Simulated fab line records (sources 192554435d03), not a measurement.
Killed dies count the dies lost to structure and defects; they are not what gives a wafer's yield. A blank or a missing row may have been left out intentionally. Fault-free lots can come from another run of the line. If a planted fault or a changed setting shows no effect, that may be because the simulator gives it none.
Split-lot experiment / flow n5-finfet / route with 1938 steps; 7 lots, 21 wafers read

## THE SPLIT ITSELF
At N5_ZERO_LAYER_PECVD_02 (deposits SiO2 from SiH4/N2O, target thk 10 nm, time 6 s), the setting time-s was moved away from the recipe's 6 s on 6 of the 21 wafers read, by -4.9% to +14.0%. The other wafers ran this setting at the recipe's value.

The split's own step is where the reading is taken.

## THE READING
SiO2_of_ZERO_LAYER_PECVD_02.thk-nm (the simulator's own value, which no gauge read), in nm, at N5_ZERO_LAYER_PECVD_02 (deposits SiO2 from SiH4/N2O, target thk 10 nm, time 6 s). There is no usual value for it anywhere in the file. Average 9.972 nm, standard deviation 0.15 nm, over the 15 wafers here run with the recipe.

wafer=L074.2; tool, chamber at the split=pecvd-04, 0; time-s as run, s=6; against the recipe=recipe; SiO2_of_ZERO_LAYER_PECVD_02.thk-nm, nm=9.937; against lot-mates on the recipe=-
wafer=L074.3; tool, chamber at the split=pecvd-04, 1; time-s as run, s=6.514; against the recipe=+8.6%; SiO2_of_ZERO_LAYER_PECVD_02.thk-nm, nm=11.08; against lot-mates on the recipe=+1.143
wafer=L074.5; tool, chamber at the split=pecvd-04, 0; time-s as run, s=6.514; against the recipe=+8.6%; SiO2_of_ZERO_LAYER_PECVD_02.thk-nm, nm=10.76; against lot-mates on the recipe=+0.823
wafer=L080.2; tool, chamber at the split=pecvd-01, 1; time-s as run, s=6.439; against the recipe=+7.3%; SiO2_of_ZERO_LAYER_PECVD_02.thk-nm, nm=10.74; against lot-mates on the recipe=+0.827
wafer=L080.5; tool, chamber at the split=pecvd-01, 0; time-s as run, s=6; against the recipe=recipe; SiO2_of_ZERO_LAYER_PECVD_02.thk-nm, nm=9.806; against lot-mates on the recipe=-
wafer=L080.6; tool, chamber at the split=pecvd-01, 1; time-s as run, s=6; against the recipe=recipe; SiO2_of_ZERO_LAYER_PECVD_02.thk-nm, nm=10.02; against lot-mates on the recipe=-
wafer=L082.1; tool, chamber at the split=pecvd-01, 0; time-s as run, s=6; against the recipe=recipe; SiO2_of_ZERO_LAYER_PECVD_02.thk-nm, nm=9.837; against lot-mates on the recipe=-
wafer=L082.2; tool, chamber at the split=pecvd-01, 1; time-s as run, s=6; against the recipe=recipe; SiO2_of_ZERO_LAYER_PECVD_02.thk-nm, nm=10.09; against lot-mates on the recipe=-
wafer=L082.5; tool, chamber at the split=pecvd-01, 2; time-s as run, s=6; against the recipe=recipe; SiO2_of_ZERO_LAYER_PECVD_02.thk-nm, nm=10.02; against lot-mates on the recipe=-
wafer=L084.1; tool, chamber at the split=pecvd-03, 1; time-s as run, s=6.839; against the recipe=+14.0%; SiO2_of_ZERO_LAYER_PECVD_02.thk-nm, nm=11.56; against lot-mates on the recipe=+1.480
wafer=L084.2; tool, chamber at the split=pecvd-03, 2; time-s as run, s=6; against the recipe=recipe; SiO2_of_ZERO_LAYER_PECVD_02.thk-nm, nm=10.01; against lot-mates on the recipe=-
wafer=L084.3; tool, chamber at the split=pecvd-03, 0; time-s as run, s=6; against the recipe=recipe; SiO2_of_ZERO_LAYER_PECVD_02.thk-nm, nm=10.15; against lot-mates on the recipe=-
wafer=L087.1; tool, chamber at the split=pecvd-04, 2; time-s as run, s=6; against the recipe=recipe; SiO2_of_ZERO_LAYER_PECVD_02.thk-nm, nm=9.952; against lot-mates on the recipe=-
wafer=L087.3; tool, chamber at the split=pecvd-04, 0; time-s as run, s=6; against the recipe=recipe; SiO2_of_ZERO_LAYER_PECVD_02.thk-nm, nm=9.788; against lot-mates on the recipe=-
wafer=L087.6; tool, chamber at the split=pecvd-04, 1; time-s as run, s=6; against the recipe=recipe; SiO2_of_ZERO_LAYER_PECVD_02.thk-nm, nm=10.14; against lot-mates on the recipe=-
wafer=L089.1; tool, chamber at the split=pecvd-04, 1; time-s as run, s=6; against the recipe=recipe; SiO2_of_ZERO_LAYER_PECVD_02.thk-nm, nm=9.856; against lot-mates on the recipe=-
wafer=L089.4; tool, chamber at the split=pecvd-04, 1; time-s as run, s=6; against the recipe=recipe; SiO2_of_ZERO_LAYER_PECVD_02.thk-nm, nm=9.904; against lot-mates on the recipe=-
wafer=L089.6; tool, chamber at the split=pecvd-04, 0; time-s as run, s=6; against the recipe=recipe; SiO2_of_ZERO_LAYER_PECVD_02.thk-nm, nm=9.744; against lot-mates on the recipe=-
wafer=L092.1; tool, chamber at the split=pecvd-01, 2; time-s as run, s=5.703; against the recipe=-4.9%; SiO2_of_ZERO_LAYER_PECVD_02.thk-nm, nm=9.215; against lot-mates on the recipe=-1.115
wafer=L092.2; tool, chamber at the split=pecvd-01, 1; time-s as run, s=5.703; against the recipe=-4.9%; SiO2_of_ZERO_LAYER_PECVD_02.thk-nm, nm=9.503; against lot-mates on the recipe=-0.827
wafer=L092.4; tool, chamber at the split=pecvd-01, 1; time-s as run, s=6; against the recipe=recipe; SiO2_of_ZERO_LAYER_PECVD_02.thk-nm, nm=10.33; against lot-mates on the recipe=-

THE FIT
A straight line over all 21 wafers: SiO2_of_ZERO_LAYER_PECVD_02.thk-nm changes by +0.113 nm for each +1% of time-s; r = +0.96; the points scatter about the line by 0.16 nm.
The same after taking each lot's own level away (the mean of its wafers on the recipe; 21 wafers): +0.123 nm for each +1%; r = +0.96; scatter 0.16 nm.
According to that fit, moving time-s by its largest amount changes the reading by 1.7 nm.
From 9.8347 to 10.3300 nm: that is the span of the lots' own levels, equal to 3.2 times the standard deviation above.
So the lot-to-lot level changes the slope little: the two slopes agree.
Check: for one of the wafers moved furthest among these (+14.0%), held out of the fit, the line's prediction against its lot-mates is +1.81 nm. It came out at +1.48 nm against them.

## THE FILE'S OWN FIT
SiO2_of_ZERO_LAYER_PECVD_02.thk-nm changes by +0.115 nm for each +1% of time-s, r = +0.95.
